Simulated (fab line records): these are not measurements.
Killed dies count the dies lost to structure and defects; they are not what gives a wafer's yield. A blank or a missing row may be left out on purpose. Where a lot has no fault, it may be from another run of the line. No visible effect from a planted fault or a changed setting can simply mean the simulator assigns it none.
Split-lot study ; flow n5-finfet ; on a route of 1938 steps: 7 lots, 21 wafers read

THE SPLIT ITSELF
At N5_BEOL_M2_EXPOSE_08 (exposes mask M2), the setting dose-mj was moved away from the recipe's 41.25 on 7 of the 21 wafers read, by -7.2% to +3.5%. The other wafers ran this setting at the recipe's value.

FROM THE SPLIT TO THE READING: what the file shows between them, 2 steps
- N5_BEOL_M2_PEB_09: peb time 60 s
- N5_BEOL_M2_DEVELOP_10: develop time 30 s

THE READING
cd-nm (nm) at N5_BEOL_M2_CD_MEAS_11, where the cd target is 16.79 nm. Typical for fault-free wafers on this fab line: 16.90 nm, with standard deviation 0.23 nm.

wafer;tool, chamber at the split;dose-mj as run;against the recipe;cd-nm, nm;against lot-mates on the recipe
L074.3;euv-scanner-02, 0;41.25;recipe;17.28;-
L074.5;euv-scanner-02, 0;38.29;-7.2%;15.53;-1.60
L074.6;euv-scanner-02, 0;41.25;recipe;16.97;-
L079.1;euv-scanner-01, 0;41.25;recipe;16.77;-
L079.2;euv-scanner-01, 0;41.25;recipe;16.76;-
L079.4;euv-scanner-01, 0;41.25;recipe;17.01;-
L081.2;euv-scanner-02, 0;41.25;recipe;16.69;-
L081.4;euv-scanner-02, 0;40.15;-2.7%;16.83;+0.03
L081.6;euv-scanner-02, 0;41.25;recipe;16.91;-
L082.2;euv-scanner-02, 0;41.25;recipe;16.54;-
L082.3;euv-scanner-02, 0;41.25;recipe;16.90;-
L082.6;euv-scanner-02, 0;42.69;+3.5%;17.67;+0.95
L084.2;euv-scanner-02, 0;39.45;-4.4%;15.86;no lot-mate on the recipe
L084.4;euv-scanner-02, 0;39.45;-4.4%;15.96;no lot-mate on the recipe
L084.5;euv-scanner-02, 0;39.45;-4.4%;15.74;no lot-mate on the recipe
L086.2;euv-scanner-02, 0;41.25;recipe;16.80;-
L086.4;euv-scanner-02, 0;41.25;recipe;16.85;-
L086.6;euv-scanner-02, 0;39.34;-4.6%;16.02;-0.81
L096.1;euv-scanner-01, 0;41.25;recipe;16.79;-
L096.4;euv-scanner-01, 0;41.25;recipe;16.77;-
L096.5;euv-scanner-01, 0;41.25;recipe;16.73;-

THE FIT
A straight line over all 21 wafers: cd-nm changes by +0.198 nm for each +1% of dose-mj; r = +0.93; the points scatter about the line by 0.2 nm.
The same after taking each lot's own level away (the mean of its wafers on the recipe; 18 wafers): +0.205 nm for each +1%; r = +0.93; scatter 0.19 nm.
That fit puts the effect of the largest move of dose-mj on the reading at 1.5 nm.
From 16.720 to 17.125 nm: that is the span of the lots' own levels, equal to 1.8 times the standard deviation above.
Hence the lot-to-lot level has little effect on the slope; both slopes agree.
Check: -1.21 nm against its lot-mates is what the line predicts for one of the wafers moved furthest among these (-7.2%) when that wafer is left out of the fit. Against them it came out at -1.6 nm.

THE WHOLE CHAIN: every reading that the file lists as answering this split, in the file's order
step;what it does;reading;change (the file's fit);r (the file's)
N5_BEOL_M2_CD_MEAS_11;target cd 16.79 nm;cd-nm;+0.199 nm for each +1% of the setting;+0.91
N5_BEOL_M2_ETCH_74;etches underlayer in N2/H2, target depth 6.5 nm, time 5.2 s;BEOL_M2.cd-offset-nm (the simulator's own value, which no gauge read);+0.215 nm for each +1% of the setting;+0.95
N5_BEOL_M2_ETCH_63;etches SiARC in CF4, target depth 15.6 nm, time 26 s;BEOL_M2.cd-offset-nm (the simulator's own value, which no gauge read);+0.217 nm for each +1% of the setting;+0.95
N5_BEOL_M2_ETCH_64;etches SOC in N2/H2, target depth 75 nm, overetch 22.5 nm, time 121.9 s;BEOL_M2.cd-offset-nm (the simulator's own value, which no gauge read);+0.201 nm for each +1% of the setting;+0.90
N5_BEOL_M2_HM_OPEN_17;chemistry Cl2/BCl3, target TiN, target depth 20 nm, overetch 6 nm;BEOL_M2.cd-offset-nm (the simulator's own value, which no gauge read);+0.237 nm for each +1% of the setting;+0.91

FILE'S OWN FIT
cd-nm changes by +0.199 nm for each +1% of dose-mj, r = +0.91.
